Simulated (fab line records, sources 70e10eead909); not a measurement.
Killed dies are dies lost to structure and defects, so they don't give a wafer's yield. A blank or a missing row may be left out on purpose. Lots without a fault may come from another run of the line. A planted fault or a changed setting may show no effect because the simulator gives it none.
Which tool did it? | flow nand_harc | 24 lots, 72 wafers sampled, at 1 step of a route of 1302

WHAT THE GAUGES READ, wafer by wafer
NHARC_A_CONTACT_CD_MEAS_42: target cd 300 nm.
lot  | measured     | on        | cd_nm (nm)
L074 | day 21 04:58 | cd_sem-03 | 299.3 299.8 299.3
L075 | day 21 22:54 | cd_sem-01 | 299.5 299.4 298.9
L076 | day 22 09:09 | cd_sem-02 | 300.2 300.2 300.8
L077 | day 22 09:18 | cd_sem-02 | 300.0 300.1 300.4
L078 | day 23 03:09 | cd_sem-02 | 300.1 300.1 299.8
L079 | day 23 12:23 | cd_sem-02 | 299.5 299.9 299.6
L081 | day 24 02:27 | cd_sem-02 | 300.9 300.4 300.8
L080 | day 24 03:17 | cd_sem-02 | 299.8 299.0 300.4
L082 | day 24 23:13 | cd_sem-01 | 300.2 300.2 301.2
L084 | day 25 07:44 | cd_sem-03 | 300.5 301.0 300.6
L083 | day 25 12:08 | cd_sem-01 | 299.5 299.6 300.0
L086 | day 26 05:53 | cd_sem-02 | 299.9 299.8 299.9
L085 | day 26 06:03 | cd_sem-01 | 299.7 299.4 299.4
L087 | day 27 10:34 | cd_sem-02 | 300.9 300.8 301.0
L089 | day 27 13:56 | cd_sem-03 | 299.2 299.9 299.8
L088 | day 27 14:38 | cd_sem-01 | 299.6 300.1 299.6
L091 | day 28 06:47 | cd_sem-03 | 300.0 299.9 300.4
L090 | day 28 07:19 | cd_sem-03 | 299.7 299.3 298.9
L092 | day 28 14:47 | cd_sem-01 | 300.6 300.0 300.1
L093 | day 28 17:31 | cd_sem-03 | 299.9 299.8 299.6
L094 | day 29 13:51 | cd_sem-01 | 299.4 300.3 300.3
L095 | day 30 09:43 | cd_sem-02 | 300.6 300.2 300.6
L096 | day 30 21:23 | cd_sem-01 | 299.7 300.1 300.3
L097 | day 31 13:25 | cd_sem-03 | 299.9 299.9 298.9

WHICH TOOL RAN EACH LOT (tool, then ch and the chambers of the sampled wafers, then the start)
The record holds no process step before these readings.

WHAT THE TOOLS THEMSELVES READ (means of the sampled wafers that have a number; where no wafer has one, the mark that the record gives instead)
The record holds no such reading with a usual standard deviation.

THE ANSWER, worked out from the rows above alone
Rule: what is usual is taken from the lots themselves. Put in order of their means at a reading, lots are off if they are a third of the lots or fewer, leave a main group of 4 or more, and stand apart from it by a gap of 3 or more times the standard deviation of the main group's means; of several such gaps the widest counts. A main group whose means are all the same, to the digits that the tables above print for the reading, isn't used. A lot without any number at a reading at which 4 lots or more have one is off too. The other lots that the step has rows for count as sound. The gauges are gone through in route order, then the tools' own readings, and for those a lot's mean is taken as printed above. The first step at which some lot is off is used, and at that step the reading that is off furthest; a lot without a number counts as furthest.
No lot is off at any reading shown: from this, nothing can be told.

WHAT THE SIMULATOR HAD PUT IN
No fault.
